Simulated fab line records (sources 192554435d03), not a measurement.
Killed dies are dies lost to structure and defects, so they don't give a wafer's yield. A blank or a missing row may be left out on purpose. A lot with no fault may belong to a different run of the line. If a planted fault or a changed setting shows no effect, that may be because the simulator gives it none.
fab line records	flow n5-finfet	part 2 of 2: steps 5 to 6 of 6
record lots=24	wafers=72	last-day=18
route steps=1938 shown MOL_CONTACT_COAG@579 BEOL_M0_SAQP@640
lots that met no fault: from a run of the same line without faults
start-h: hours from the record's first day to the start of the lot's first wafer shown	wait-h: hours elapsed since this lot's preceding step	" the same as in the row above	L1.1+2: several wafers, shown together as one row	- no value, or no start was given	* or withheld: withheld	< > ~ a bound
route shown NAME@n: names a module that has steps shown in the file, with the first one's number in the route	usual: mean/standard deviation of fault-free wafers	same: alike in all rows	chamber/n: place in a boat	sites: readings site by site	_std_site: the values' standard deviation	_edge_site: mean of outer sites minus mean of inner sites	radius-mm: for every site, how far away it sits from the centre of the wafer	mask NAME#n: copy n	behind: tool/chamber where the wafer was last shaped	hold: why the lot was held/for how many hours/how that ended	device: transistor that didn't switch, given as n, p or np	end of line: tests run on the same wafers once the route is complete	for a step that has no rows: nothing shown but its recipe	killed: not the wafer's yield, but the dies lost to structure and defects at the first sort	map: the dies of a wafer, with x for killed, . for not killed, _ for no die there
set.NAME: the setting the step ran with; set.NAME@STEP: the setting that earlier step ran with	model.NAME: the simulator's own value behind a step, which no gauge read
the route's steps for a sample of lots (tables are steps, rows are wafers)
services: a tool's chamber out of use, with start hour (start-h, from the record's first day; less than 0 if before it), hours out, and reason
## steps
# step N5_BEOL_M0_SAQP_MANDREL1_REMOVE_100
# recipe chemistry=HBr/Cl2/O2	bt-time-s=10	target=a-Si	stop-on=SiNx	endpoint=OES-SiCl	over-etch-frac=0.85	icp-w=600	bias-w=30	HBr_flow_sccm=150	Cl2_flow_sccm=80	O2_flow_sccm=5	pressure-mtorr=10
# usual drypump-motor-current-A=6.0/0.47	oes-product-au=0.996/0.021	throttle-valve-pct=36.69/0.26
lot.wafer	tool	chamber	start-h	wait-h	drypump-motor-current-A	oes-product-au	rf-hours-counter-h	throttle-valve-pct
L074.1	rie-si-06	0	113.26	0.1	5.8	0.973	5	36.93
L074.4	"	3	"	"	5.2	1.010	146	36.84
L074.6	"	0	"	"	5.8	0.974	-	36.95
L075.3	rie-si-05	3	119.38	0.1	5.9	0.999	56	36.49
L075.4	"	2	"	"	6.3	1.006	185	36.89
L075.5	"	2	"	"	6.3	1.009	-	36.91
L076.3	rie-si-02	2	119.39	0.1	5.8	1.009	174	36.13
L076.4	"	1	"	"	6.3	0.955	6	36.80
L076.6	"	1	"	"	6.3	0.972	-	36.80
L077.3	rie-si-05	2	127.28	0.1	6.3	1.003	185	36.90
L077.4	"	1	"	"	6.7	0.982	49	36.46
L077.6	"	2	"	"	6.2	1.017	-	36.90
L078.2	rie-si-06	3	134.94	0.1	5.2	1.010	146	36.85
L078.4	"	2	"	"	5.8	1.034	180	36.91
L078.6	"	3	"	"	5.2	1.015	-	36.85
L079.1	rie-si-02	2	138.72	0.1	5.8	1.015	175	36.12
L079.2	"	0	"	"	6.7	0.991	140	37.02
L079.4	"	3	"	"	5.3	0.987	1	36.27
L080.1	rie-si-06	0	142.91	0.1	5.9	0.978	6	36.94
L080.3	"	1	"	"	6.3	1.018	136	36.72
L080.6	"	0	"	"	5.9	0.977	-	36.95
L081.2	rie-si-02	3	150.75	0.1	5.3	0.996	1	36.28
L081.4	"	0	"	"	6.7	1.006	140	37.04
L081.6	"	0	"	"	6.7	0.994	-	37.02
L083.1	rie-si-05	1	162.89	0.1	6.7	0.968	50	36.44
L083.4	"	2	"	"	6.2	1.008	-	36.91
L083.5	"	1	"	"	6.7	0.977	-	36.48
L082.1	rie-si-06	3	167.05	0.1	5.2	1.013	147	36.83
L082.2	"	2	"	"	5.7	1.025	180	36.92
L082.6	"	3	"	"	5.2	1.016	-	36.83
L084.3	rie-si-02	1	170.20	0.1	6.3	0.964	7	36.80
L084.5	"	0	"	"	6.7	0.993	-	37.03
L084.6	"	1	"	"	6.3	0.966	-	36.80
L085.2	rie-si-06	3	174.90	0.1	5.2	1.013	147	36.85
L085.4	"	0	"	"	5.8	0.974	7	36.94
L085.5	"	0	"	"	5.8	0.980	-	36.94
L086.1	rie-si-02	2	182.62	0.1	5.8	1.018	176	36.12
L086.3	"	0	"	"	6.7	0.995	141	37.03
L086.5	"	2	"	"	5.8	1.017	-	36.12
L087.3	rie-si-05	1	191.20	0.1	6.7	0.974	51	36.46
L087.4	"	3	"	"	5.9	0.988	56	36.47
L087.6	"	1	"	"	6.7	0.975	-	36.46
L089.4	rie-si-06	2	202.38	0.1	5.7	1.023	181	36.90
L089.5	"	1	"	"	6.4	1.028	-	36.73
L089.6	"	2	"	"	5.7	1.028	-	36.88
L088.2	rie-si-06	2	207.30	0.1	5.7	1.014	181	36.91
L088.5	"	2	"	"	5.7	1.026	-	36.92
L088.6	"	3	"	"	5.2	1.015	-	36.86
L090.1	rie-si-06	2	208.38	0.1	5.7	1.020	181	36.92
L090.3	"	3	"	"	5.2	1.006	148	36.82
L090.5	"	2	"	"	5.7	1.024	-	36.88
L091.1	rie-si-05	2	217.60	0.1	6.2	1.015	187	36.90
L091.2	"	1	"	"	6.7	0.978	51	36.46
L091.3	"	3	"	"	5.9	0.987	57	36.50
L092.3	rie-si-02	1	222.28	0.1	6.3	0.972	7	36.80
L092.5	"	2	"	"	5.8	1.023	-	36.10
L092.6	"	1	"	"	6.3	0.969	-	36.79
L093.2	rie-si-05	1	225.44	0.1	6.7	0.988	52	36.47
L093.5	"	0	"	"	5.6	0.979	-	36.61
L093.6	"	3	"	"	5.9	0.988	-	36.50
L094.1	rie-si-05	3	230.83	0.1	5.9	0.981	57	36.49
L094.4	"	1	"	"	6.7	0.986	-	36.46
L094.6	"	3	"	"	5.9	0.982	-	36.48
L095.1	rie-si-06	2	240.14	0.1	5.8	1.013	182	36.91
L095.3	"	0	"	"	5.9	0.970	8	36.94
L095.4	"	3	"	"	5.2	1.010	148	36.85
L096.2	rie-si-02	3	241.31	0.1	5.3	0.989	2	36.30
L096.4	"	0	"	"	6.7	0.993	141	37.04
L096.6	"	2	"	"	5.8	1.010	-	36.12
L097.1	rie-si-05	3	246.98	0.1	5.9	0.988	58	36.48
L097.5	"	1	"	"	6.7	0.982	-	36.45
L097.6	"	0	"	"	5.6	0.969	-	36.61
# step N5_BEOL_M0_SAQP_MANDREL_ETCH_103
# recipe chemistry=HBr/Cl2	target=a-Si	target-depth-a=450	bt-time-s=10	stop-on=SiCN	mask-material=SiO2	over-etch-frac=0.8	time-s=27	pressure-mtorr=10	icp-w=800	bias-w=75	HBr_flow_sccm=150	Cl2_flow_sccm=80	ends=end-point
# usual drypump-motor-current-A=6.0/0.48	oes-product-au=0.680/0.013	throttle-valve-pct=35.43/0.26
lot.wafer	tool	chamber	start-h	wait-h	drypump-motor-current-A	oes-product-au	rf-hours-counter-h	throttle-valve-pct
L074.1	rie-si-05	2	113.54	0.0	6.3	0.673	185	35.68
L074.4	"	1	"	"	6.6	0.674	49	35.20
L074.6	"	0	"	"	5.7	0.655	-	35.35
L075.3	rie-si-05	3	119.82	0.0	5.9	0.675	56	35.23
L075.4	"	0	"	"	5.6	0.666	81	35.34
L075.5	"	1	"	"	6.7	0.678	-	35.19
L076.3	rie-si-02	1	119.85	0.0	6.3	0.668	6	35.54
L076.4	"	0	"	"	6.7	0.692	140	35.76
L076.6	"	2	"	"	5.8	0.699	-	34.87
L077.3	rie-si-06	0	127.56	0.0	5.8	0.665	6	35.68
L077.4	"	3	"	"	5.2	0.691	146	35.58
L077.6	"	3	"	"	5.2	0.688	-	35.59
L078.2	rie-si-02	0	135.23	0.0	6.7	0.671	140	35.79
L078.4	"	3	"	"	5.3	0.673	1	35.05
L078.6	"	1	"	"	6.3	0.666	-	35.54
L079.1	rie-si-06	1	139.01	0.0	6.4	0.696	136	35.48
L079.2	"	0	"	"	5.9	0.655	6	35.70
L079.4	"	0	"	"	5.8	0.668	-	35.68
L080.1	rie-si-05	3	143.31	0.0	5.9	0.679	56	35.23
L080.3	"	0	"	"	5.7	0.644	82	35.36
L080.6	"	1	"	"	6.7	0.673	-	35.20
L081.2	rie-si-06	3	151.08	0.0	5.2	0.690	147	35.58
L081.4	"	0	"	"	5.9	0.668	6	35.67
L081.6	"	3	"	"	5.2	0.690	-	35.59
L083.1	rie-si-06	1	163.32	0.0	6.4	0.693	136	35.49
L083.4	"	3	"	"	5.2	0.689	147	35.58
L083.5	"	3	"	"	5.2	0.684	-	35.60
L082.1	rie-si-05	1	167.34	0.0	6.7	0.665	50	35.22
L082.2	"	2	"	"	6.3	0.681	186	35.67
L082.6	"	0	"	"	5.6	0.663	-	35.33
L084.3	rie-si-06	1	170.58	0.0	6.3	0.689	137	35.51
L084.5	"	0	"	"	5.9	0.682	-	35.67
L084.6	"	3	"	"	5.2	0.689	-	35.58
L085.2	rie-si-05	0	175.28	0.0	5.6	0.658	82	35.35
L085.4	"	0	"	"	5.6	0.674	-	35.30
L085.5	"	2	"	"	6.3	0.680	-	35.67
L086.1	rie-si-06	1	182.91	0.0	6.3	0.694	137	35.51
L086.3	"	0	"	"	5.9	0.661	7	35.69
L086.5	"	2	"	"	5.7	0.693	-	35.64
L087.3	rie-si-02	2	191.50	0.0	5.8	0.701	176	34.86
L087.4	"	3	"	"	5.3	0.681	2	35.05
L087.6	"	3	"	"	5.3	0.688	-	35.04
L089.4	rie-si-05	3	202.71	0.0	5.9	0.684	56	35.25
L089.5	"	1	"	"	6.7	0.674	-	35.20
L089.6	"	0	"	"	5.6	0.676	-	35.32
L088.2	rie-si-05	3	207.60	0.0	5.9	0.669	57	35.27
L088.5	"	3	"	"	5.9	0.686	-	35.23
L088.6	"	2	"	"	6.2	0.681	-	35.67
L090.1	rie-si-05	2	208.87	0.0	6.3	0.669	187	35.69
L090.3	"	1	"	"	6.7	0.666	51	35.22
L090.5	"	1	"	"	6.7	0.684	-	35.20
L091.1	rie-si-06	3	217.89	0.0	5.2	0.685	148	35.58
L091.2	"	1	"	"	6.4	0.697	138	35.49
L091.3	"	2	"	"	5.8	0.702	182	35.63
L092.3	rie-si-05	1	222.67	0.0	6.7	0.676	52	35.23
L092.5	"	3	"	"	5.9	0.678	-	35.25
L092.6	"	1	"	"	6.7	0.674	-	35.20
L093.2	rie-si-02	3	225.73	0.0	5.3	0.678	2	35.06
L093.5	"	3	"	"	5.3	0.683	-	35.05
L093.6	"	2	"	"	5.8	0.699	-	34.85
L094.1	rie-si-02	1	231.12	0.0	6.3	0.672	7	35.54
L094.4	"	0	"	"	6.7	0.682	141	35.79
L094.6	"	3	"	"	5.3	0.690	-	35.04
L095.1	rie-si-02	2	240.43	0.0	5.8	0.686	176	34.89
L095.3	"	0	"	"	6.7	0.663	141	35.78
L095.4	"	3	"	"	5.3	0.690	2	35.05
L096.2	rie-si-06	1	241.68	0.0	6.4	0.704	138	35.49
L096.4	"	0	"	"	5.8	0.675	8	35.67
L096.6	"	3	"	"	5.2	0.696	-	35.57
L097.1	rie-si-06	2	247.28	0.0	5.7	0.694	182	35.64
L097.5	"	2	"	"	5.7	0.693	-	35.64
L097.6	"	1	"	"	6.3	0.703	-	35.51
## services
tool	chamber	start-h	hours	kind
rie-si-02	2	84.42	6.1	repair
rie-diel-02	1	96.54	4.5	repair
rie-diel-05	3	102.56	2.6	repair
ald-sin-02	0	110.53	4.8	repair
pecvd-02	2	113.23	8.5	repair
rie-diel-06	2	122.85	3.9	repair
rie-si-06	2	138.78	8.2	repair
rie-diel-06	0	138.95	18.3	repair
ald-sin-02	0	141.93	1.6	repair
rie-diel-05	-	146.10	14.6	pm
rie-si-05	3	146.86	29.3	repair
rie-si-02	1	153.02	11.9	repair
rie-diel-05	0	161.45	14.5	repair
rie-diel-05	2	176.47	4.3	repair
ald-sin-02	-	183.50	0.2	repair
rie-si-02	-	204.04	14.6	pm
rie-si-06	0	210.44	8.4	repair
rie-diel-02	-	212.23	1.0	repair
rie-si-05	0	215.47	4.6	repair
rie-si-02	-	222.50	1.0	repair
rie-diel-06	-	227.77	0.4	repair
rie-si-02	3	228.92	1.4	repair
rie-diel-05	3	229.94	6.9	repair
rie-diel-05	2	235.44	7.4	repair
